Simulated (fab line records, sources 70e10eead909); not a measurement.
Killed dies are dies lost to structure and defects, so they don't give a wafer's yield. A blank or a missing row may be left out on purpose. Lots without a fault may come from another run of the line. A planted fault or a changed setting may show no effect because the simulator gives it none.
Which tool did it? | flow nand_harc | 13 lots, 39 wafers sampled, at 3 steps of a route of 1302

WHAT THE GAUGES READ, wafer by wafer
NHARC_A_CONTACT_CD_MEAS_08: target cd 200 nm.
lot  | measured     | on        | cd_nm (nm)
L790 | day 23 10:02 | cd_sem-02 | 199.8 198.9 198.4
L789 | day 23 11:24 | cd_sem-01 | 199.1 200.2 199.4
L792 | day 23 20:34 | cd_sem-01 | 200.3 199.3 199.5
L799 | day 26 08:50 | cd_sem-03 | 199.9 200.1 200.1
L798 | day 26 11:22 | cd_sem-01 | 200.3 199.3 199.9
L797 | day 26 22:46 | cd_sem-03 | 199.8 200.0 199.2
L805 | day 28 15:28 | cd_sem-02 | 199.1 199.7 198.4
L802 | day 29 04:35 | cd_sem-03 | 199.1 199.8 200.0
L806 | day 29 18:48 | cd_sem-03 | 198.5 199.4 198.8
L807 | day 30 06:54 | cd_sem-01 | 198.9 198.8 199.1
L808 | day 30 09:06 | cd_sem-01 | 200.7 200.7 200.3
L809 | day 30 23:07 | cd_sem-02 | 199.6 199.1 200.5
L811 | day 31 17:49 | cd_sem-02 | 200.6 200.9 200.4

WHICH TOOL RAN EACH LOT (tool, then ch and the chambers of the sampled wafers, then the start)
lot  | NHARC_A_CONTACT_ETCH_128             | NHARC_A_CONTACT_SOFTBAKE_03
L790 | har_cap_etch-01 ch 0,1, day 23 01:00 | litho_track-04 ch 0, day 23 09:00
L789 | har_cap_etch-03 ch 0,1, day 23 01:43 | litho_track-04 ch 0, day 23 11:00
L792 | har_cap_etch-01 ch 0,1, day 23 13:30 | litho_track-04 ch 0, day 23 20:00
L799 | har_cap_etch-01 ch 0,1, day 26 00:43 | litho_track-01 ch 0, day 26 08:00
L798 | har_cap_etch-02 ch 0,1, day 26 03:29 | litho_track-04 ch 0, day 26 10:00
L797 | har_cap_etch-01 ch 0,1, day 26 14:50 | litho_track-04 ch 0, day 26 22:00
L805 | har_cap_etch-01 ch 0,1, day 28 10:08 | litho_track-01 ch 0, day 28 15:00
L802 | har_cap_etch-03 ch 0,1, day 28 15:52 | litho_track-06 ch 0, day 29 04:00
L806 | har_cap_etch-03 ch 0,1, day 29 13:40 | litho_track-04 ch 0, day 29 18:00
L807 | har_cap_etch-01 ch 0,1, day 30 00:40 | litho_track-04 ch 0, day 30 06:00
L808 | har_cap_etch-02 ch 0,1, day 30 03:48 | litho_track-04 ch 0, day 30 08:00
L809 | har_cap_etch-01 ch 0,1, day 30 17:58 | litho_track-01 ch 0, day 30 22:00
L811 | har_cap_etch-02 ch 0,1, day 31 09:37 | litho_track-04 ch 0, day 31 17:00
- NHARC_A_CONTACT_ETCH_128: etches the open film in C4F8/O2/Ar, time 197 s, target depth 1918 nm.
- NHARC_A_CONTACT_SOFTBAKE_03: time 55 s.

WHAT THE TOOLS THEMSELVES READ (means of the sampled wafers that have a number; where no wafer has one, the mark that the record gives instead)
NHARC_A_CONTACT_SOFTBAKE_03.
lot  | tool           | heater_power_total_W (W)
L790 | litho_track-04 | 188.47
L789 | litho_track-04 | 188.55
L792 | litho_track-04 | 188.41
L799 | litho_track-01 | 188.51
L798 | litho_track-04 | 222.53
L797 | litho_track-04 | 222.62
L805 | litho_track-01 | 188.40
L802 | litho_track-06 | 188.42
L806 | litho_track-04 | 188.62
L807 | litho_track-04 | 188.68
L808 | litho_track-04 | 188.42
L809 | litho_track-01 | 188.42
L811 | litho_track-04 | 188.49

THE ANSWER, worked out from the rows above alone
Rule: what is usual is taken from the lots themselves. Put in order of their means at a reading, lots are off if they are a third of the lots or fewer, leave a main group of 4 or more, and stand apart from it by a gap of 3 or more times the standard deviation of the main group's means; of several such gaps the widest counts. A main group whose means are all the same, to the digits that the tables above print for the reading, isn't used. A lot without any number at a reading at which 4 lots or more have one is off too. The other lots that the step has rows for count as sound. The gauges are gone through in route order, then the tools' own readings, and for those a lot's mean is taken as printed above. The first step at which some lot is off is used, and at that step the reading that is off furthest; a lot without a number counts as furthest.
Off: L798, L797, at NHARC_A_CONTACT_SOFTBAKE_03 (heater_power_total_W). The main group: mean 188.49 W, standard deviation 0.089.
A tool fits if, at that step or a process step before it, it ran every lot that is off, and no sound lot after the first of them. None of those tried fits.

WHAT THE SIMULATOR HAD PUT IN
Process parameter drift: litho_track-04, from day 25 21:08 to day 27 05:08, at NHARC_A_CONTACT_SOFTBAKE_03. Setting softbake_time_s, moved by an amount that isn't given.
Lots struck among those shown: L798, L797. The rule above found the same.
